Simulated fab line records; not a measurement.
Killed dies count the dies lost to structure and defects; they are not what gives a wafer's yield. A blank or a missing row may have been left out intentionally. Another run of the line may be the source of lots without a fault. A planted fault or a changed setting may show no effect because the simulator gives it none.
Chamber matching	flow nand_harc	4 sister chambers for NHARC_A_WL_FILL_ALD_19 on ald_metal-01
The step deposits TiN, target thk 2 nm, pulse time 3 s, ald cycles 100. 7 wafers are shown with their chamber, then 8 later ones without.

WAFERS, EACH WITH ITS CHAMBER
wafer	chamber	heater_power_w (W)	heater_power_outer_w (W)
L084.5	0	1202	759
L088.3	0	1186	747
L088.6	3	1178	715
L090.2	1	1112	648
L090.3	2	950	614
L090.6	2	969	618
L092.1	1	1089	657

WAFERS WHOSE CHAMBER IS MISSING
wafer	heater_power_w (W)	heater_power_outer_w (W)
L092.2	959	625
L092.5	930	626
L094.1	1063	649
L094.2	1203	740
L094.5	1200	784
L095.2	1178	739
L095.4	1191	713
L095.5	929	635

WHICH CHAMBER EACH ONE RAN IN
wafer	from the rows above	in truth
L092.2	2	2
L092.5	2	2
L094.1	1	1
L094.2	0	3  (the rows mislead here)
L094.5	0	0
L095.2	can't be placed: 0 or 3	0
L095.4	3	3
L095.5	2	2
Correct placement for 6 of the 8. These rows do not allow placing 1 (true chamber among the candidates in 1). 1 placed wrongly.
How it was worked out, from the rows above alone: a wafer's distance from a chamber is the root of the sum, over the readings, of the square of ((its reading less the chamber's mean) divided by the reading's scatter). The wafer belongs to the nearest chamber; if the next one is less than 2 further off, it can't be placed. The mean given for a chamber averages the wafers shown for that chamber. The scatter: the root of (the sum of the squares of (reading less its chamber's mean) over the shown wafers, divided by (wafers less chambers)).
